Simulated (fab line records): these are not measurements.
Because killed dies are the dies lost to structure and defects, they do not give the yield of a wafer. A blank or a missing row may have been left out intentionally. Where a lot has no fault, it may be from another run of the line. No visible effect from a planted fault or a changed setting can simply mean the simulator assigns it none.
Split-lot experiment -- flow n5_finfet -- 21 wafers read across 7 lots, on a route 1938 steps long

ON THE SPLIT
At N5_BEOL_M0_SAQP_COAT_34 (resist thk 30 nm), the setting spin_rpm was moved away from the recipe's 1500 rpm on 3 of the 21 wafers read, by +4.3% to +9.3%. The other wafers ran this setting at the recipe's value.

FROM THE SPLIT TO THE READING: what the file shows between them, 4 steps
- N5_BEOL_M0_SAQP_EBR_36
- N5_BEOL_M0_SAQP_SOFTBAKE_35: time 60 s
- N5_BEOL_M0_SAQP_EXPOSE_37: exposes mask M0 CUT1, target cd 30 nm
- N5_BEOL_M0_SAQP_PEB_38: peb time 60 s

THE READING
CAR-EUV_of_BEOL_M0_SAQP_COAT_34.thk_nm (the simulator's own value, which no gauge read), in nm, at N5_BEOL_M0_SAQP_DEVELOP_39 (develop time 30 s). There is no usual value for it anywhere in the file. Average 29.5 nm, standard deviation 0.12 nm, over the 18 wafers here run with the recipe.

wafer,"tool, chamber at the split","spin_rpm as run, rpm",against the recipe,"CAR-EUV_of_BEOL_M0_SAQP_COAT_34.thk_nm, nm",against lot-mates on the recipe
L076.1,"litho_track-02, 0",1500,recipe,29.4,-
L076.3,"litho_track-02, 0",1500,recipe,29.6,-
L076.5,"litho_track-02, 0",1500,recipe,29.6,-
L077.1,"litho_track-02, 0",1500,recipe,29.6,-
L077.4,"litho_track-02, 0",1500,recipe,29.6,-
L077.2,"litho_track-02, 0",1640,+9.3%,28.4,-1.2
L081.2,"litho_track-04, 0",1500,recipe,29.6,-
L081.3,"litho_track-04, 0",1500,recipe,29.4,-
L081.5,"litho_track-04, 0",1500,recipe,29.4,-
L086.4,"litho_track-04, 0",1500,recipe,29.6,-
L086.5,"litho_track-04, 0",1500,recipe,29.6,-
L086.6,"litho_track-04, 0",1500,recipe,29.6,-
L092.1,"litho_track-02, 0",1500,recipe,29.6,-
L092.3,"litho_track-02, 0",1565,+4.3%,29,-0.5
L092.6,"litho_track-02, 0",1500,recipe,29.4,-
L094.1,"litho_track-03, 0",1500,recipe,29.2,-
L094.5,"litho_track-03, 0",1500,recipe,29.4,-
L094.6,"litho_track-03, 0",1500,recipe,29.4,-
L096.1,"litho_track-03, 0",1601,+6.7%,28.6,-0.8
L096.5,"litho_track-03, 0",1500,recipe,29.4,-
L096.6,"litho_track-03, 0",1500,recipe,29.4,-

THE FIT
A straight line over all 21 wafers: CAR-EUV_of_BEOL_M0_SAQP_COAT_34.thk_nm changes by -0.121 nm for each +1% of spin_rpm; r = -0.94; the points scatter about the line by 0.12 nm.
The same after taking each lot's own level away (the mean of its wafers on the recipe; 21 wafers): -0.124 nm for each +1%; r = -0.98; scatter 0.074 nm.
According to that fit, moving spin_rpm by its largest amount changes the reading by 1.2 nm.
The span of the lots' own levels, 29.33 to 29.60 nm, comes to 2.2 times the standard deviation stated above.
Consequently the slope shifts little with the lot-to-lot level, the two slopes agreeing.
Check: with one of the wafers moved furthest among these (+9.3%) left out of the fit, the line predicts -1.1 nm for it against its lot-mates. It came out at -1.2 nm against them.

THE WHOLE CHAIN: every reading that the file lists as answering this split, in the file's order
step,what it does,reading,change (the file's fit),r (the file's)
N5_BEOL_M0_SAQP_COAT_34,resist thk 30 nm,"CAR-EUV_of_BEOL_M0_SAQP_COAT_34.thk_nm (the simulator's own value, which no gauge read)",-0.127 nm for each +1% of the setting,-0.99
N5_BEOL_M0_SAQP_DEVELOP_39,develop time 30 s,"CAR-EUV_of_BEOL_M0_SAQP_COAT_34.thk_nm (the simulator's own value, which no gauge read)",-0.124 nm for each +1% of the setting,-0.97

THE FILE'S OWN FIT
CAR-EUV_of_BEOL_M0_SAQP_COAT_34.thk_nm changes by -0.124 nm for each +1% of spin_rpm, r = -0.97.
